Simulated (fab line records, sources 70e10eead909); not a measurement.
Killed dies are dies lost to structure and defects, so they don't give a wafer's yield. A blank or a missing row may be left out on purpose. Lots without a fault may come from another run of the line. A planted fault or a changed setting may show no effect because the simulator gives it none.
Chamber matching | flow nand_harc | NHARC_A_SLIT_ETCH_29 on rie_diel-11: 4 sister chambers
The step etches the open film in CF4/O2, target depth 100 nm, overetch 10 nm, time 55 s. 16 wafers are shown with their chamber, then 8 later ones without.

WAFERS WITH THEIR CHAMBER
wafer  | chamber | drypump_motor_current_A (A) | oes_product_au (a.u.) | rf_vpp_V (V)
L406.1 | 1       | 5.7                         | 1.015                 | 196.4
L406.2 | 2       | 5.4                         | 1.006                 | 196.1
L406.6 | 0       | 5.1                         | 1.004                 | 199.1
L404.1 | 2       | 5.4                         | 1.017                 | 194.8
L404.2 | 1       | 5.7                         | 1.006                 | 199.0
L404.5 | 3       | 6.0                         | 0.999                 | 197.2
L407.2 | 0       | 5.1                         | 1.007                 | 197.4
L407.3 | 2       | 5.4                         | 1.007                 | 197.4
L407.4 | 3       | 5.9                         | 0.993                 | 197.6
L414.1 | 2       | 5.4                         | 1.006                 | 195.8
L414.3 | 1       | 5.7                         | 1.000                 | 197.0
L414.4 | 3       | 5.9                         | 0.995                 | 197.6
L419.2 | 3       | 5.9                         | 0.991                 | 197.6
L419.4 | 0       | 5.1                         | 1.006                 | 197.0
L419.6 | 3       | 5.9                         | 0.988                 | 195.8
L415.1 | 3       | 6.0                         | 0.994                 | 196.3

SIGNATURES (means of the wafers above)
reading                 | chamber 0 | chamber 1 | chamber 2 | chamber 3 | scatter within a chamber
drypump_motor_current_A | 5.100     | 5.700     | 5.400     | 5.933     | 0.0333
oes_product_au          | 1.00567   | 1.00700   | 1.00900   | 0.99333   | 0.00478
rf_vpp_V                | 197.833   | 197.467   | 196.025   | 197.017   | 1.03
Rule: a wafer's distance from a chamber is the root of the sum, over the readings, of the square of ((its reading less the chamber's mean) divided by the reading's scatter). The wafer belongs to the nearest chamber; if the next one is less than 2 further off, it can't be placed. The scatter: the root of (the sum of the squares of (reading less its chamber's mean) over the shown wafers, divided by (wafers less chambers)).

WAFERS WITHOUT THEIR CHAMBER
wafer  | drypump_motor_current_A (A) | oes_product_au (a.u.) | rf_vpp_V (V)
L415.2 | 5.1                         | 1.026                 | 198.3
L415.3 | 5.7                         | 1.015                 | 197.5
L420.3 | 5.1                         | 1.019                 | 197.9
L420.5 | 5.1                         | 1.012                 | 197.2
L420.6 | 6.0                         | 0.993                 | 196.7
L427.2 | 5.9                         | 0.981                 | 196.9
L427.4 | 5.4                         | 1.004                 | 196.6
L427.6 | 5.1                         | 1.010                 | 197.6

WHICH CHAMBER EACH WENT THROUGH
wafer  | from the rows above | in truth
L415.2 | 0                   | 0
L415.3 | 1                   | 1
L420.3 | 0                   | 0
L420.5 | 0                   | 0
L420.6 | 3                   | 3
L427.2 | 3                   | 3
L427.4 | 2                   | 2
L427.6 | 0                   | 0
Placed correctly: 8 of 8. Can't be placed from these rows: 0. Placed wrongly: 0.
